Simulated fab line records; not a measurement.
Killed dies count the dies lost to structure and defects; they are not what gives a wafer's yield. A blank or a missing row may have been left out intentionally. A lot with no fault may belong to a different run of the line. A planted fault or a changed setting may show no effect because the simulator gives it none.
fab line records    flow nandHarc
record lots=6  wafers=18  lastDay=33
route steps=1302 shown P_M2@323 P_BONDPAD@351 END@1302
lots with no fault: from the same line, run without faults
startH: start of the lot's first displayed wafer, in hours after the record's first day    waitH: hours since the lot's step before    " same as the row above    L1.1+2: a row that stands for several wafers    - value missing, or start not given    * or withheld: withheld    < > ~ a bound
route shown NAME@n: NAME is a module with steps in the file, n the number in the route of the first one    usual: the fault-free wafers' mean and standard deviation    same: alike in all rows    chamber/n: place in a boat    sites: each site's reading    _std_site: standard deviation of those values    _edge_site: mean of outer sites minus mean of inner sites    radiusMm: how far each site lies from the wafer's centre    mask NAME#n: copy n    behind: the tool/chamber that last shaped the wafer    hold: what put the lot on hold/how long, in hours/how the hold closed    device: which transistor (n, p or np) failed to switch    end of line: the same wafers' tests at the end of the route    a step with no rows: only its recipe    killed: dies lost to structure and defects at the first sort, not the wafer's yield    map: shows each die of a wafer: x if killed, . if not, _ if none is there
set.NAME: the setting that was run; set.NAME@STEP: the one run at that earlier step    model.NAME: the simulator's own value behind a step, which no gauge read
lots at selected steps of the route; one table per step, one row per wafer
services: from which hour (startH, from the record's first day; less than 0 if before it) a tool's chamber was out of use, for how many hours, and why
## steps
# step NHARC_P_M2_SOFTBAKE_04
# recipe tempC=105  timeS=55
# step NHARC_P_M2_EBR_05
# step NHARC_P_M2_EXPOSE_06
# recipe na=1.35  targetCdNm=170  doseMj=80.78  maskId=P_M2
# step NHARC_P_M2_PEB_07
# recipe pebTempC=100  pebTimeS=65
# step NHARC_P_M2_DEVELOP_08
# recipe developTimeS=35  devTempC=23
# step NHARC_P_M2_CD_MEAS_09
# recipe targetCdNm=170  landingEnergyEv=500
# usual cdNm=169.9/0.61
# same landingEnergyEv=500
lot.wafer  tool      chamber  startH  waitH  cdNm
L430.1     cdSem-03  0        133.73  -      169.6
L430.3     "         0        "       "      170.1
L430.5     "         0        "       "      170.0
L433.2     cdSem-01  0        160.01  -      169.4
L433.5     "         0        "       "      169.4
L433.6     "         0        "       "      170.0
L441.3     cdSem-01  0        237.28  -      170.0
L441.4     "         0        "       "      170.3
L441.5     "         0        "       "      170.4
L444.2     cdSem-01  0        279.27  -      168.4
L444.4     "         0        "       "      169.1
L444.6     "         0        "       "      168.6
L443.1     cdSem-02  0        280.00  -      170.2
L443.2     "         0        "       "      170.0
L443.4     "         0        "       "      168.7
L453.1     cdSem-03  0        359.35  -      171.3
L453.2     "         0        "       "      170.9
L453.5     "         0        "       "      171.8
# step NHARC_P_M2_OVL_MEAS_10
# recipe pitchNm=340
# usual overlayXNm=0.0/0.66  overlayYNm=-0.1/0.88
lot.wafer  tool        chamber  startH  waitH  overlayXNm  overlayYNm
L430.1     overlay-01  -        133.82  -      1.5         -0.8
L430.3     "           -        "       "      1.5         -0.8
L430.5     "           -        "       "      1.5         -1.1
L433.2     overlay-02  -        160.10  -      -0.4        0.0
L433.5     "           -        "       "      -0.6        0.1
L433.6     "           -        "       "      -0.6        0.2
L441.3     overlay-01  -        237.37  -      0.4         0.8
L441.4     "           -        "       "      0.3         0.0
L441.5     "           -        "       "      0.4         0.9
L444.2     overlay-02  -        279.36  -      0.4         -0.9
L444.4     "           -        "       "      0.6         -0.4
L444.6     "           -        "       "      0.3         -0.8
L443.1     overlay-02  -        280.09  -      -1.1        0.0
L443.2     "           -        "       "      -1.3        0.0
L443.4     "           -        "       "      -1.2        0.0
L453.1     overlay-02  -        359.44  -      -0.6        -0.7
L453.2     "           -        "       "      0.1         -1.5
L453.5     "           -        "       "      0.3         -1.0
# step NHARC_P_M2_INSPECT_11
# usual rawDefectCount=4.7/2.9
lot.wafer  tool              chamber  startH  waitH  rawDefectCount
L430.1     defectInspect-02  -        133.85  0.0    15
L430.3     "                 -        "       "      13
L430.5     "                 -        "       "      9
L433.2     defectInspect-02  -        160.13  0.0    5
L433.5     "                 -        "       "      6
L433.6     "                 -        "       "      3
L441.3     defectInspect-01  -        237.40  0.0    5
L441.4     "                 -        "       "      7
L441.5     "                 -        "       "      1
L444.2     defectInspect-01  -        279.40  0.0    1
L444.4     "                 -        "       "      4
L444.6     "                 -        "       "      4
L443.1     defectInspect-02  -        280.13  0.0    1
L443.2     "                 -        "       "      2
L443.4     "                 -        "       "      2
L453.1     defectInspect-02  -        359.48  0.0    7
L453.2     "                 -        "       "      3
L453.5     "                 -        "       "      10
# step NHARC_P_M2_DESCUM_14
# recipe timeS=3  o2FlowSccm=200  arFlowSccm=0  biasPowerW=0  chemistry=O2
# step NHARC_P_M2_ETCH_35
# recipe targetDepthA=400  overetchA=120  timeS=43.94  ionEnergyEv=200  n2FlowSccm=150  h2FlowSccm=150  arFlowSccm=0  rfW=400  biasW=150  chemistry=N2/H2
# usual drypumpMotorCurrentA=5.9/0.63  oesProductAu=1.000/0.012  rfVppV=430.2/2.5  showerheadPlenumPTorr=2.03/0.089  throttleValvePct=14.172/0.0093
lot.wafer  tool        chamber  startH  waitH  drypumpMotorCurrentA  oesProductAu  rfHoursCounterH  rfVppV  showerheadPlenumPTorr  throttleValvePct
L430.1     rieDiel-04  3        134.02  0.1    6.6                   0.991         6.6              431.0   2.01                   14.184
L430.3     "           1        "       "      5.7                   0.987         6.8              426.4   1.91                   14.156
L430.5     "           3        "       "      6.6                   1.001         -                430.2   2.01                   14.192
L433.2     rieDiel-01  2        160.30  0.1    5.9                   0.994         4.0              432.1   2.14                   14.175
L433.6     "           3        "       "      6.6                   1.006         -                428.3   1.97                   14.175
L433.5     "           0        "       "      5.2                   1.020         -                430.3   2.03                   14.169
L441.4     rieDiel-01  1        237.56  0.1    5.2                   0.985         0.7              432.8   2.16                   14.170
L441.3     "           2        "       "      5.9                   0.998         0.6              433.7   2.14                   14.179
L441.5     "           1        "       "      5.2                   0.976         -                433.4   2.16                   14.171
L444.4     rieDiel-01  2        279.55  0.1    5.9                   1.014         2.3              433.2   2.14                   14.166
L444.2     "           3        "       "      6.5                   0.999         2.3              429.4   1.97                   14.174
L444.6     "           0        "       "      5.2                   1.013         -                430.4   2.03                   14.185
L443.1     rieDiel-01  0        280.27  0.1    5.3                   1.004         2.4              430.4   2.03                   14.185
L443.4     "           1        "       "      5.2                   1.006         2.3              432.3   2.16                   14.179
L443.2     "           2        "       "      6.0                   1.020         2.3              432.5   2.14                   14.170
L453.1     rieDiel-12  3        359.63  0.1    5.9                   0.981         4.3              426.7   1.90                   14.180
L453.2     "           0        "       "      6.6                   1.007         3.5              430.8   2.11                   14.167
L453.5     "           0        "       "      6.6                   0.999         -                431.0   2.11                   14.166
# step NHARC_P_M2_ETCH_15
# recipe targetDepthA=1825  timeS=91.2  c4f8FlowSccm=withheld  arFlowSccm=400  rfW=600  biasW=300  chemistry=C4F8/Ar
# step NHARC_P_M2_CD_MEAS_16
# usual cdNm=169.7/0.78
lot.wafer  tool      chamber  startH  waitH  cdNm
L430.1     cdSem-03  -        134.23  -      169.9
L430.3     "         -        "       "      169.3
L430.5     "         -        "       "      169.7
L433.2     cdSem-01  -        160.50  -      169.7
L433.5     "         -        "       "      169.3
L433.6     "         -        "       "      169.4
L441.3     cdSem-03  -        237.78  -      169.1
L441.4     "         -        "       "      171.0
L441.5     "         -        "       "      169.9
L444.2     cdSem-03  -        279.78  -      168.7
L444.4     "         -        "       "      168.9
L444.6     "         -        "       "      168.4
L443.1     cdSem-02  -        280.49  -      170.3
L443.2     "         -        "       "      168.9
L443.4     "         -        "       "      167.8
L453.1     cdSem-01  -        359.86  -      170.9
L453.2     "         -        "       "      171.2
L453.5     "         -        "       "      171.3
# step NHARC_P_M2_STRIP_18
# recipe powerW=1000  n2FlowSccm=150  h2FlowSccm=150  arFlowSccm=0  biasW=0  chemistry=N2/H2
# usual drypumpMotorCurrentA=5.8/0.65  oesProductAu=1.000/0.01  rfVppV=90.5/1.1  showerheadPlenumPTorr=2.02/0.091  throttleValvePct=14.170/0.0087
lot.wafer  tool        chamber  startH  waitH  drypumpMotorCurrentA  oesProductAu  rfHoursCounterH  rfVppV  showerheadPlenumPTorr  throttleValvePct
L430.3     rieDiel-01  0        134.31  0.1    5.2                   1.008         4.4              90.5    2.03                   14.154
L430.1     "           1        "       "      5.2                   0.991         4.4              90.6    2.16                   14.170
L430.5     "           0        "       "      5.3                   0.998         -                91.1    2.03                   14.168
L433.2     rieDiel-12  1        160.57  0.1    4.7                   1.012         3.4              89.7    1.90                   14.174
L433.6     "           1        "       "      4.7                   1.006         -                89.7    1.90                   14.173
L433.5     "           2        "       "      6.7                   0.982         -                91.5    1.99                   14.182
L441.3     rieDiel-04  0        237.84  0.1    5.7                   1.012         1.9              93.0    2.05                   14.173
L441.4     "           0        "       "      5.7                   1.014         -                90.7    2.05                   14.176
L441.5     "           1        "       "      5.7                   0.986         -                91.0    1.91                   14.176
L444.2     rieDiel-04  0        279.85  0.1    5.7                   1.021         5.0              90.5    2.05                   14.178
L444.4     "           3        "       "      6.6                   1.002         6.0              90.7    2.01                   14.160
L444.6     "           1        "       "      5.7                   0.983         -                89.0    1.91                   14.169
L443.4     rieDiel-04  1        280.57  0.1    5.7                   0.997         5.2              90.2    1.91                   14.160
L443.1     "           3        "       "      6.6                   0.995         6.0              88.6    2.01                   14.180
L443.2     "           0        "       "      5.6                   1.007         5.1              91.6    2.05                   14.165
L453.2     rieDiel-01  0        359.94  0.1    5.2                   1.018         5.8              89.5    2.03                   14.172
L453.1     "           3        "       "      6.5                   0.995         5.7              92.3    1.97                   14.167
L453.5     "           0        "       "      5.2                   1.015         -                91.7    2.03                   14.165
# step NHARC_P_M2_ETCH_28
# recipe targetDepthA=300  overEtchFrac=0.3  timeS=72.99  ionEnergyEv=150  cf4FlowSccm=50  n2FlowSccm=100  arFlowSccm=150  rfW=300  biasW=100  chemistry=CF4/N2
# step NHARC_P_M2_STRIP_19
# recipe timeS=600  tempC=30  chemistry=postEtchResidueRemover
# step NHARC_P_M2_DEGAS_29
# recipe tempC=250  timeS=60
# step NHARC_P_M2_PRE_CLEAN_30
# recipe timeS=30  tempC=280  gas=H2/He
# usual heaterPowerW=405/34
lot.wafer  tool           chamber  startH  waitH  heaterPowerW
L430.1     pvdSputter-03  -        -       -      422
L430.3     "              -        "       "      432
L430.5     "              -        "       "      421
L433.2     pvdSputter-02  -        -       -      321
L433.6     "              -        "       "      319
L433.5     "              -        "       "      387
L441.4     pvdSputter-01  -        -       -      395
L441.3     "              -        "       "      407
L441.5     "              -        "       "      394
L444.2     pvdSputter-02  -        -       -      380
L444.4     "              -        "       "      421
L444.6     "              -        "       "      388
L443.2     pvdSputter-03  -        -       -      425
L443.4     "              -        "       "      352
L443.1     "              -        "       "      442
L453.2     pvdSputter-01  -        -       -      393
L453.1     "              -        "       "      410
L453.5     "              -        "       "      406
# step NHARC_P_M2_PVD_20
# recipe targetThkA=50  biasV=168.6  powerW=15000  chamberPressurePa=0.12  timeS=8.06  substrateTempC=50  material=TaN
# step NHARC_P_M2_PVD_21
# recipe targetThkA=300  chamberPressurePa=5  powerW=5000  substrateTempC=30  timeS=20.49  material=Cu
# usual throttleValvePct=29.5/1.3
lot.wafer  tool           chamber  startH  waitH  throttleValvePct
L430.3     pvdSputter-03  -        -       -      31.8
L430.1     "              -        "       "      27.4
L430.5     "              -        "       "      31.6
L433.2     pvdSputter-02  -        -       -      31.2
L433.6     "              -        "       "      29.9
L433.5     "              -        "       "      30.3
L441.3     pvdSputter-01  -        -       -      28.5
L441.4     "              -        "       "      27.8
L441.5     "              -        "       "      29.0
L444.4     pvdSputter-02  -        -       -      29.6
L444.2     "              -        "       "      31.1
L444.6     "              -        "       "      29.5
L443.1     pvdSputter-03  -        -       -      30.6
L443.2     "              -        "       "      30.3
L443.4     "              -        "       "      31.7
L453.1     pvdSputter-01  -        -       -      28.2
L453.2     "              -        "       "      27.5
L453.5     "              -        "       "      29.1
# step NHARC_P_M2_ECD_22
# recipe targetThkA=4000  bathTempC=25  material=Cu
# step NHARC_P_M2_ANNEAL_31
# recipe tempC=225  timeS=90
# step NHARC_P_M2_CMP_23
# recipe tOverpolishS=20  targetThkNm=144.3
# step NHARC_P_M2_THK_MEAS_24
# recipe thkMeasGauge=xrf
# usual thkNm=144.9/1.9
lot.wafer  tool          chamber  startH  waitH  thkNm
L430.1     filmMetro-02  -        136.35  -      145.1
L430.3     "             -        "       "      140.8
L430.5     "             -        "       "      142.9
L433.2     filmMetro-02  -        162.61  -      143.9
L433.5     "             -        "       "      142.8
L433.6     "             -        "       "      145.6
L441.3     filmMetro-02  -        239.96  -      148.3
L441.4     "             -        "       "      142.3
L441.5     "             -        "       "      146.1
L444.2     filmMetro-02  -        281.91  -      147.2
L444.4     "             -        "       "      147.5
L444.6     "             -        "       "      146.7
L443.1     filmMetro-02  -        282.63  -      143.5
L443.2     "             -        "       "      147.3
L443.4     "             -        "       "      146.1
L453.1     filmMetro-02  -        361.98  -      141.4
L453.2     "             -        "       "      143.9
L453.5     "             -        "       "      142.6
# step NHARC_P_M2_SRD_25
# step NHARC_P_M2_PRE_CLEAN_32
# recipe timeS=12  tempC=370  rfPowerW=300  gas=NH3
# step NHARC_P_M2_DEP_33
# recipe targetThkA=300  tempC=370  targetThkNm=30  pressureTorr=3  flowSccm=200  rfW=450  material=SiCN
# usual chamberPressureTorr=2.999/0.007  heaterPowerW=583/71  showerheadVppV=1340/58
lot.wafer  tool      chamber  startH  waitH  chamberPressureTorr  heaterPowerW  showerheadVppV
L430.3     pecvd-04  0        136.65  0.1    2.998                465           1403
L430.1     "         2        "       "      2.992                567           1379
L430.5     "         2        "       "      3.003                561           1396
L433.2     pecvd-03  1        162.99  0.1    3.003                615           1293
L433.6     "         2        "       "      2.981                491           1326
L433.5     "         1        "       "      3.002                640           1282
L441.3     pecvd-01  0        240.27  0.1    3.001                682           1389
L441.4     "         0        "       "      3.004                680           1400
L441.5     "         1        "       "      3.002                505           1227
L444.2     pecvd-01  1        282.21  0.1    2.998                443           1255
L444.4     "         2        "       "      2.985                620           1283
L444.6     "         0        "       "      2.995                645           1395
L443.1     pecvd-01  1        282.94  0.1    3.004                508           1231
L443.2     "         0        "       "      3.001                672           1385
L443.4     "         2        "       "      2.998                617           1274
L453.2     pecvd-03  0        362.33  0.1    3.000                535           1399
L453.1     "         1        "       "      2.998                562           1301
L453.5     "         1        "       "      2.995                541           1301
# step NHARC_P_BONDPAD_DEP_00
# recipe targetThkA=2500  tempC=370  targetThkNm=250  pressureTorr=3  flowSccm=200  rfW=450  material=SiCN
# step NHARC_P_BONDPAD_CMP_32
# recipe targetThkNm=200  material=SiCN
# usual edgeZonePressureFrac=1.000/0.0048  motorCurrentA=12.5/1.1  retainingRingPressureFrac=0.999/0.005  slurryFilterDpKPa=13.50/0.15
lot.wafer  tool    chamber  startH  waitH  edgeZonePressureFrac  motorCurrentA  retainingRingPressureFrac  slurryFilterDpKPa
L430.1     cmp-04  2        137.47  -      1.003                 12.6           1.002                      13.47
L430.3     "       3        "       "      1.002                 11.5           0.998                      13.47
L430.5     "       3        "       "      0.998                 11.7           1.001                      13.52
L433.2     cmp-02  3        163.76  -      0.992                 13.4           0.997                      13.37
L433.5     "       2        "       "      1.009                 10.7           0.998                      13.53
L433.6     "       3        "       "      0.995                 14.3           0.996                      13.42
L441.3     cmp-03  1        241.07  -      1.010                 13.1           0.989                      13.37
L441.4     "       2        "       "      1.007                 12.6           0.994                      13.37
L441.5     "       1        "       "      1.004                 12.9           0.992                      13.55
L444.2     cmp-04  3        283.06  -      1.007                 11.7           0.989                      13.39
L444.4     "       2        "       "      1.007                 12.3           1.005                      13.58
L444.6     "       3        "       "      1.007                 11.9           0.993                      13.66
L443.2     cmp-04  0        283.76  -      0.996                 11.3           1.005                      13.48
L443.1     "       1        "       "      0.999                 12.6           0.991                      13.60
L443.4     "       3        "       "      0.997                 11.9           1.004                      13.66
L453.1     cmp-03  2        363.11  -      0.997                 12.1           1.009                      13.51
L453.2     "       3        "       "      1.001                 11.5           1.001                      13.41
L453.5     "       3        "       "      1.000                 10.9           1.006                      13.39
# step NHARC_P_BONDPAD_THK_MEAS_33
# recipe thkMeasGauge=ellipsometry
# usual thkNm=200.4/1.7
lot.wafer  tool          chamber  startH  waitH  thkNm
L430.1     filmMetro-02  -        137.72  0.2    199.5
L430.3     "             -        "       "      198.5
L430.5     "             -        "       "      201.8
L433.2     filmMetro-01  -        163.98  0.2    200.0
L433.5     "             -        "       "      203.5
L433.6     "             -        "       "      202.9
L441.3     filmMetro-02  -        241.32  0.2    202.4
L441.4     "             -        "       "      199.5
L441.5     "             -        "       "      198.7
L444.2     filmMetro-01  -        283.31  0.2    199.5
L444.4     "             -        "       "      200.3
L444.6     "             -        "       "      197.1
L443.1     filmMetro-02  -        284.01  0.2    199.4
L443.2     "             -        "       "      201.1
L443.4     "             -        "       "      199.0
L453.1     filmMetro-02  -        363.37  0.2    198.6
L453.2     "             -        "       "      198.1
L453.5     "             -        "       "      196.4
# step NHARC_P_BONDPAD_SRD_34
# step NHARC_P_BONDPAD_DEHYDRATE_01
# recipe tempC=150  timeS=120
# step NHARC_P_BONDPAD_HMDS_02
# recipe timeS=30
# step NHARC_P_BONDPAD_COAT_36
# recipe tempC=200  timeS=65
# step NHARC_P_BONDPAD_COAT_03
# recipe spinRpm=2000  resistThkNm=600
# step NHARC_P_BONDPAD_SOFTBAKE_04
# recipe tempC=125  timeS=70
# step NHARC_P_BONDPAD_EBR_05
# step NHARC_P_BONDPAD_EXPOSE_06
# recipe na=0.55  doseMj=37.06  maskId=P_BPAD
# step NHARC_P_BONDPAD_PEB_07
# recipe pebTempC=128  pebTimeS=80
# step NHARC_P_BONDPAD_DEVELOP_08
# recipe timeS=50  devTempC=22
# step NHARC_P_BONDPAD_CD_MEAS_09
# recipe targetCdNm=500  landingEnergyEv=500
# usual cdNm=500.1/1.9
# same landingEnergyEv=500
lot.wafer  tool      chamber  startH  waitH  cdNm
L430.1     cdSem-01  0        138.17  -      498.7
L430.3     "         0        "       "      501.2
L430.5     "         0        "       "      499.3
L433.2     cdSem-01  0        164.55  -      502.0
L433.5     "         0        "       "      500.7
L433.6     "         0        "       "      498.6
L441.3     cdSem-01  0        241.76  -      500.7
L441.4     "         0        "       "      501.5
L441.5     "         0        "       "      498.9
L444.2     cdSem-02  0        283.88  -      499.9
L444.4     "         0        "       "      500.1
L444.6     "         0        "       "      500.9
L443.1     cdSem-02  0        284.45  -      498.5
L443.2     "         0        "       "      500.7
L443.4     "         0        "       "      501.8
L453.1     cdSem-01  0        363.93  -      501.4
L453.2     "         0        "       "      497.2
L453.5     "         0        "       "      501.2
# step NHARC_END_SORT_01
# recipe tempC=25
# usual defectLimitedYield=91.2/1.8  killedAtArray=55/12  killedAtOther=1.0/1.2  killedAtPeriphery=3.9/2.6  killedDies=60/12  killedOpen=3.3/1.9  killedShort=2.5/1.8
# same grossDies=677
lot.wafer  tool       chamber  startH  waitH  defectLimitedYield[%]  killedAtArray  killedAtOther  killedAtPeriphery  killedDies  killedOpen  killedShort
L430.1     prober-02  0        557.84  2.5    92.8                   38             0              11                 49          2           5
L430.3     prober-02  0        559.45  3.1    93.5                   30             1              13                 44          5           0
L430.5     prober-02  0        561.07  3.7    92.2                   47             1              5                  53          3           3
L444.2     prober-01  0        706.49  2.8    85.5                   49             0              49                 98          2           1
L444.4     prober-01  0        708.10  3.4    83.3                   36             3              74                 113         3           4
L444.6     prober-01  0        709.70  4.0    84.8                   33             1              69                 103         5           1
L443.1     prober-02  0        714.49  2.5    81.8                   46             0              77                 123         6           1
L443.2     prober-02  0        715.29  2.8    82.6                   68             0              50                 118         3           1
L443.4     prober-02  0        716.90  3.4    79.3                   63             1              76                 140         4           1
# killed by level:class
L430.1 A_SLIT:chamberFilmFlake=19 P_GATE:chamberFilmFlake=8 A_CHANNEL_HOLE_D2:chamberFilmFlake=4 A_SOURCE_PLATE:geometricParticle:short=3 A_WL_FILL:chamberFilmFlake=3 P_M1:chamberFilmFlake=2 A_CHANNEL_FILL_D1:chamberFilmFlake=2 P_CONTACT:geometricParticle:open=1
L430.3 A_SLIT:chamberFilmFlake=13 P_GATE:chamberFilmFlake=7 A_CHANNEL_HOLE_D2:chamberFilmFlake=7 A_WL_FILL:chamberFilmFlake=3 P_GATE:geometricParticle:open=2 P_CONTACT:geometricParticle:open=2 P_M1:chamberFilmFlake=2 A_STAIRCASE:chamberFilmFlake=2
L430.5 A_SLIT:chamberFilmFlake=25 A_CHANNEL_HOLE_D2:chamberFilmFlake=11 P_M1:chamberFilmFlake=3 A_WL_FILL:chamberFilmFlake=2 A_STAIRCASE:chamberFilmFlake=2 P_M1:geometricParticle:open=1 A_SOURCE_PLATE:geometricParticle:short=1 A_ONON_D1:geometricParticle:short=1
L444.2 P_M2:unspecified=47 A_CHANNEL_HOLE_D2:chamberFilmFlake=19 A_CHANNEL_HOLE_D1:chamberFilmFlake=9 A_CONTACT:chamberFilmFlake=8 A_SLIT:chamberFilmFlake=6 A_STAIRCASE:chamberFilmFlake=3 P_M0:geometricParticle:open=2 A_CHANNEL_FILL_D2:chamberFilmFlake=2
L444.4 P_M2:unspecified=72 A_CHANNEL_HOLE_D2:chamberFilmFlake=15 A_CONTACT:chamberFilmFlake=5 A_CHANNEL_HOLE_D1:chamberFilmFlake=4 A_M0:geometricParticle:open=2 THIN_TSV:chamberFilmFlake=2 A_STAIRCASE:chamberFilmFlake=2 A_SLIT:chamberFilmFlake=2
L444.6 P_M2:unspecified=67 A_CHANNEL_HOLE_D2:chamberFilmFlake=16 A_CHANNEL_HOLE_D1:chamberFilmFlake=5 A_CONTACT:chamberFilmFlake=4 A_SLIT:chamberFilmFlake=3 P_CONTACT:geometricParticle:open=1 A_CHANNEL_HOLE_D1:geometricParticle:open=1 A_CHANNEL_FILL_D1:geometricParticle:short=1
L443.1 P_M2:unspecified=76 A_CHANNEL_HOLE_D1:chamberFilmFlake=27 A_CHANNEL_HOLE_D2:chamberFilmFlake=9 A_SLIT:chamberFilmFlake=2 A_SOURCE_PLATE:geometricParticle:open=1 A_ONON_D2:geometricParticle:open=1 A_CHANNEL_HOLE_D2:geometricParticle:open=1 A_CHANNEL_FILL_D2:geometricParticle:short=1
L443.2 P_M2:unspecified=49 A_CHANNEL_HOLE_D1:chamberFilmFlake=33 A_CHANNEL_HOLE_D2:chamberFilmFlake=23 A_SLIT:chamberFilmFlake=3 A_M1:geometricParticle:open=2 A_CHANNEL_FILL_D2:chamberFilmFlake=2 A_STAIRCASE:chamberFilmFlake=2 P_M0:geometricParticle:open=1
L443.4 P_M2:unspecified=76 A_CHANNEL_HOLE_D1:chamberFilmFlake=29 A_CHANNEL_HOLE_D2:chamberFilmFlake=25 A_ONON_D1:geometricParticle:open=2 A_STAIRCASE:chamberFilmFlake=2 A_CHANNEL_FILL_D1:geometricParticle:short=1 A_CHANNEL_FILL_D1:geometricParticle:open=1 A_WL_FILL:geometricParticle:open=1
# map L443.4 (x killed, . not)
____________.____________
_________......._________
_______..........._______
______............x______
_____..............._____
____.....x....x.....x____
____.................____
___.......x...........___
___......x............___
__.....................__
__.....................__
_......................._
_.x....................._
_......................._
_x.x...................._
_x.x...................._
.x.xx....................
x.x.x..................x.
.x.xx.x..................
x.xxxxx..................
.x.x................x....
_......x...........x...._
_..x...............xx..._
_......x..........x..x.._
_......x........x..x.x.x_
_.....xx.xxx......xxxx.._
__....xxxxxx.....xxxxxx__
__...xxxxxxx......xxxx.__
___xxxxxxxxxx.......xx___
___.xxxxxxxxx.......xx___
____.xxxxxxxx........____
____.xxxxxxxx.......x____
_____xxxxxxxx......._____
______xxxxxxx......______
_______xxxxx...x.._______
_________xx..x.._________
____________.____________
# map L444.4 (x killed, . not)
____________.____________
_________......x_________
_______..........._______
______..x..........______
_____..............._____
____.................____
____.....x...........____
___...................___
___............x......___
__.....................__
__.x.x.x.....x.........__
_..x...x................_
_...x..................._
_x..xxx......x.........._
_..xxxxx....x..........._
_.xxxxxxx..............._
..xxxxxxxxx..............
.xxxxxxxxxx......x.......
xxxxxxxxxxx..............
xxxxxxxxxx...............
.xxxxxxxxx...............
_..xxxxxx..............._
_.xxxxxxx...x..........._
_.xxxxxxx..............._
_..xxxx................._
_....x............x....._
__.....................__
__...................x.__
___...................___
___.....x.......x.....___
____.................____
____.................____
_____x.....x.....x.._____
______.............______
_______..........._______
_________....x.._________
____________.____________
## services
tool           chamber  startH  hours  kind
cmp-04         -        111.47  4.0    pm
pvdSputter-03  -        113.37  1.7    repair
pecvd-01       -        130.00  13.0   pm
rieDiel-04     1        132.70  1.3    repair
pvdSputter-03  -        159.58  1.4    repair
pvdSputter-03  -        168.24  3.4    repair
rieDiel-04     -        177.90  9.0    pm
rieDiel-01     -        203.80  9.0    pm
cmp-04         -        209.47  4.0    pm
pvdSputter-01  -        226.00  10.0   pm
rieDiel-04     2        232.60  11.0   repair
pvdSputter-03  -        235.28  4.8    repair
rieDiel-01     -        249.69  0.8    repair
pvdSputter-02  -        260.43  9.8    repair
pvdSputter-02  -        286.08  10.0   pm
rieDiel-04     3        294.22  8.4    repair
rieDiel-04     0        298.58  8.8    repair
cmp-04         -        307.47  4.0    pm
pvdSputter-03  -        328.09  1.5    repair
rieDiel-01     2        338.55  6.8    repair
rieDiel-01     0        342.59  1.3    repair
pvdSputter-02  -        342.96  7.3    repair
pvdSputter-03  -        349.62  10.0   pm
rieDiel-04     -        354.90  9.0    pm
## key
firstSign step=NHARC_END_SORT_01  reading=killedAtPeriphery  direction=up  sigmas=24  usual=3.9  struck=65.8
effect step=NHARC_END_SORT_01  reading=defectLimitedYield  direction=down  sigmas=4.7  usual=91.2  struck=82.9
moreKillsBornAt NHARC_P_M2_STRIP_18@rieDiel-04=387
metAt NHARC_P_M2_STRIP_18
struckWafers L443.1,L443.2,L443.4,L444.2,L444.4,L444.6
onsetBetween 237.84 279.85
alsoFits NHARC_P_M2_ETCH_35:rieDiel-01,NHARC_P_M2_DEP_33:pecvd-01,NHARC_P_BONDPAD_CMP_32:cmp-04
fault kind=chamberParticleSource  tool=rieDiel-04  chamber=-  onsetH=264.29  steps=NHARC_P_M2_STRIP_18  ratePerVisitCm2=0.71213  endH=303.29
